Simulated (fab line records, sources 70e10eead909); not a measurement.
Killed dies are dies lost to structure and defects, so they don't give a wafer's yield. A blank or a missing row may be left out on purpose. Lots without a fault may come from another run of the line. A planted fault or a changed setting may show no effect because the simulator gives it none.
Which tool did it? | flow nand_harc | 13 lots, 39 wafers sampled, at 5 steps of a route of 1302

WHAT THE GAUGES READ, wafer by wafer
NHARC_END_SORT_01. Usual: killed_at_array 53, standard deviation 20; killed_at_other 1, standard deviation 1.2; killed_at_periphery 3.7, standard deviation 2.6; killed_dies 58, standard deviation 20; killed_open 3.5, standard deviation 1.8; killed_short 2.4, standard deviation 1.7.
lot  | measured     | on        | killed_at_array | killed_at_other | killed_at_periphery | killed_dies | killed_open | killed_short | flag
L336 | day 32 20:22 | prober-01 | 52 676 52       | 0 1 0           | 0 0 1               | 52 677 53   | 4 5 1       | 3 2 3        | OFF
L337 | day 33 05:23 | prober-02 | 664 32 667      | 6 0 1           | 7 4 9               | 677 36 677  | 5 7 3       | 2 0 5        | OFF

WHICH TOOL RAN EACH LOT (tool, then ch and the chambers of the sampled wafers, then the start)
lot  | NHARC_A_WL_FILL_ALD_02              | NHARC_A_WL_FILL_ETCHBACK_04       | NHARC_A_WL_FILL_ALD_19              | NHARC_A_CONTACT_DEP_29
L317 | ald_metal-02 ch 2,3, day 20 09:07   | rie_metal-02 ch 0,1, day 20 09:55 | ald_metal-01 ch 0,2, day 21 03:16   | pecvd-02 ch 1,2, day 21 13:36
L316 | ald_metal-03 ch 0,1,2, day 20 09:22 | rie_metal-01 ch 0,1, day 20 10:16 | ald_metal-02 ch 0,1,2, day 21 03:16 | pecvd-02 ch 0,1, day 21 09:19
L318 | ald_metal-02 ch 2,3, day 20 20:01   | rie_metal-01 ch 0,1, day 20 20:55 | ald_metal-03 ch 0,2,3, day 21 16:25 | pecvd-02 ch 1,2, day 21 22:23
L321 | ald_metal-03 ch 2,3, day 22 04:32   | rie_metal-03 ch 0,1, day 22 05:19 | ald_metal-02 ch 1,2,3, day 22 19:44 | pecvd-03 ch 1,2, day 23 01:34
L320 | ald_metal-01 ch 0,3, day 22 11:23   | rie_metal-02 ch 0,1, day 22 12:17 | ald_metal-02 ch 1,2,3, day 23 04:06 | pecvd-02 ch 0,1,2, day 23 09:56
L322 | ald_metal-03 ch 0,2,3, day 22 23:26 | rie_metal-03 ch 0,1, day 23 00:17 | ald_metal-01 ch 1,2,3, day 23 15:47 | pecvd-02 ch 1,2, day 23 21:37
L323 | ald_metal-02 ch 1,3, day 23 18:59   | rie_metal-03 ch 0,1, day 23 19:46 | ald_metal-03 ch 0,2, day 24 11:54   | pecvd-02 ch 0,2, day 24 18:46
L327 | ald_metal-03 ch 0,1,3, day 25 02:16 | rie_metal-03 ch 1, day 25 03:24   | ald_metal-03 ch 0,3, day 25 22:20   | pecvd-02 ch 1,2, day 26 04:10
L331 | ald_metal-01 ch 0,2,3, day 26 03:01 | rie_metal-03 ch 0,1, day 26 03:52 | ald_metal-02 ch 0,1,2, day 26 20:08 | pecvd-04 ch 1,2, day 27 02:58
L335 | ald_metal-02 ch 0,1, day 27 21:04   | rie_metal-03 ch 0,1, day 27 21:54 | ald_metal-02 ch 0,1,3, day 28 14:19 | pecvd-03 ch 0,1,2, day 28 20:25
L336 | ald_metal-02 ch 2,3, day 28 07:32   | rie_metal-02 ch 1, day 28 08:22   | ald_metal-02 ch 0,1, day 29 02:59   | pecvd-02 ch 0, day 29 09:01
L337 | ald_metal-03 ch 0,1,2, day 28 23:08 | rie_metal-02 ch 0,1, day 28 23:53 | ald_metal-02 ch 0,1, day 29 15:46   | pecvd-02 ch 2, day 29 22:26
L338 | ald_metal-02 ch 0,3, day 29 06:52   | rie_metal-02 ch 0,1, day 29 07:41 | ald_metal-03 ch 2,3, day 30 01:42   | pecvd-02 ch 0,1, day 30 08:55
- NHARC_A_WL_FILL_ALD_02: deposits TiN, target thk 2 nm, pulse time 3 s, ald cycles 100.
- NHARC_A_WL_FILL_ETCHBACK_04: etches the open film in NF3, target depth 60 nm, time 120 s.
- NHARC_A_WL_FILL_ALD_19: deposits TiN, target thk 2 nm, pulse time 3 s, ald cycles 100.
- NHARC_A_CONTACT_DEP_29: deposits SiON, target thk 100 nm.

WHAT THE TOOLS THEMSELVES READ (means of the sampled wafers that have a number; where no wafer has one, the mark that the record gives instead)
NHARC_A_WL_FILL_ALD_02. Usual: heater_power_w 1030 W, standard deviation 110; precursor_pulse_height_rel 1.000, standard deviation 0.019.
lot  | tool         | heater_power_w (W) | precursor_pulse_height_rel | flag
L317 | ald_metal-02 | 1056               | 1.011                      |
L316 | ald_metal-03 | 928                | 0.998                      |
L318 | ald_metal-02 | 1059               | 1.006                      |
L321 | ald_metal-03 | 1059               | 0.997                      |
L320 | ald_metal-01 | 894                | 1.004                      |
L322 | ald_metal-03 | 991                | 1.014                      |
L323 | ald_metal-02 | 1167               | 1.006                      |
L327 | ald_metal-03 | 972                | 1.007                      |
L331 | ald_metal-01 | 960                | 1.001                      |
L335 | ald_metal-02 | 1118               | 0.982                      |
L336 | ald_metal-02 | 1089               | 0.991                      |
L337 | ald_metal-03 | 918                | 1.007                      |
L338 | ald_metal-02 | 1116               | 1.001                      |

NHARC_A_WL_FILL_ETCHBACK_04. Usual: drypump_motor_current_A 5.5 A, standard deviation 0.34; he_backside_leak_sccm 3.2 sccm, standard deviation 0.32; oes_product_au 0.998 a.u., standard deviation 0.0084.
lot  | tool         | drypump_motor_current_A (A) | he_backside_leak_sccm (sccm) | oes_product_au (a.u.) | flag
L317 | rie_metal-02 | 5.7                         | 3.4                          | 0.994                 |
L316 | rie_metal-01 | 5.5                         | 3.2                          | 0.997                 |
L318 | rie_metal-01 | 5.5                         | 3.1                          | 0.991                 |
L321 | rie_metal-03 | 5.1                         | 3.2                          | 0.991                 |
L320 | rie_metal-02 | 5.7                         | 3.2                          | 0.994                 |
L322 | rie_metal-03 | 5.1                         | 3.0                          | 0.989                 |
L323 | rie_metal-03 | 5.2                         | 3.2                          | 0.998                 |
L327 | rie_metal-03 | 5.1                         | 3.1                          | 0.994                 |
L331 | rie_metal-03 | 5.1                         | 3.0                          | 1.005                 |
L335 | rie_metal-03 | 5.1                         | 3.1                          | 1.006                 |
L336 | rie_metal-02 | 5.5                         | 3.5                          | 0.992                 |
L337 | rie_metal-02 | 5.6                         | 3.1                          | 0.998                 |
L338 | rie_metal-02 | 5.6                         | 3.3                          | 0.988                 |

NHARC_A_WL_FILL_ALD_19. Usual: heater_power_w 1037 W, standard deviation 100; precursor_pulse_height_rel 1.002, standard deviation 0.022.
lot  | tool         | heater_power_w (W) | precursor_pulse_height_rel | flag
L317 | ald_metal-01 | 960                | 0.988                      |
L316 | ald_metal-02 | 1109               | 1.019                      |
L318 | ald_metal-03 | 976                | 1.010                      |
L321 | ald_metal-02 | 1102               | 1.007                      |
L320 | ald_metal-02 | 1095               | 0.995                      |
L322 | ald_metal-01 | 1012               | 1.007                      |
L323 | ald_metal-03 | 955                | 0.986                      |
L327 | ald_metal-03 | 937                | 1.001                      |
L331 | ald_metal-02 | 1098               | 1.001                      |
L335 | ald_metal-02 | 1114               | 1.004                      |
L336 | ald_metal-02 | 1120               | 1.017                      |
L337 | ald_metal-02 | 1131               | 1.005                      |
L338 | ald_metal-03 | 1017               | 0.975                      |

NHARC_A_CONTACT_DEP_29. Usual: heater_power_w 830 W, standard deviation 110.
lot  | tool     | heater_power_w (W) | flag
L317 | pecvd-02 | 831                |
L316 | pecvd-02 | 919                |
L318 | pecvd-02 | 751                |
L321 | pecvd-03 | 815                |
L320 | pecvd-02 | 870                |
L322 | pecvd-02 | 761                |
L323 | pecvd-02 | 787                |
L327 | pecvd-02 | 867                |
L331 | pecvd-04 | 929                |
L335 | pecvd-03 | 808                |
L336 | pecvd-02 | 915                |
L337 | pecvd-02 | 713                |
L338 | pecvd-02 | 931                |

THE ANSWER, worked out from the rows above alone
Rule: a lot is off if the mean of its wafers that have a number lies more than 3 standard deviations from the usual mean. A lot without any number at a reading at which 4 lots or more have one is off too. The other lots that the step has rows for count as sound. The gauges are gone through in route order, then the tools' own readings, and for those a lot's mean is taken as printed above. The first step at which some lot is off is used, and at that step the reading that is off furthest; a lot without a number counts as furthest.
Off: L336, L337, at NHARC_END_SORT_01 (killed_dies). Neither off nor sound, because the step has no rows for them: L317, L316, L318, L321, L320, L322, L323, L327, L331, L335, L338.
A tool fits if, at a process step before that reading, it ran every lot that is off, and no sound lot after the first of them. The gauges at NHARC_END_SORT_01 are tried like those tools. Can't be told from this: 3 tools fit, rie_metal-02 at NHARC_A_WL_FILL_ETCHBACK_04, ald_metal-02 at NHARC_A_WL_FILL_ALD_19, pecvd-02 at NHARC_A_CONTACT_DEP_29.

WHAT THE SIMULATOR HAD PUT IN
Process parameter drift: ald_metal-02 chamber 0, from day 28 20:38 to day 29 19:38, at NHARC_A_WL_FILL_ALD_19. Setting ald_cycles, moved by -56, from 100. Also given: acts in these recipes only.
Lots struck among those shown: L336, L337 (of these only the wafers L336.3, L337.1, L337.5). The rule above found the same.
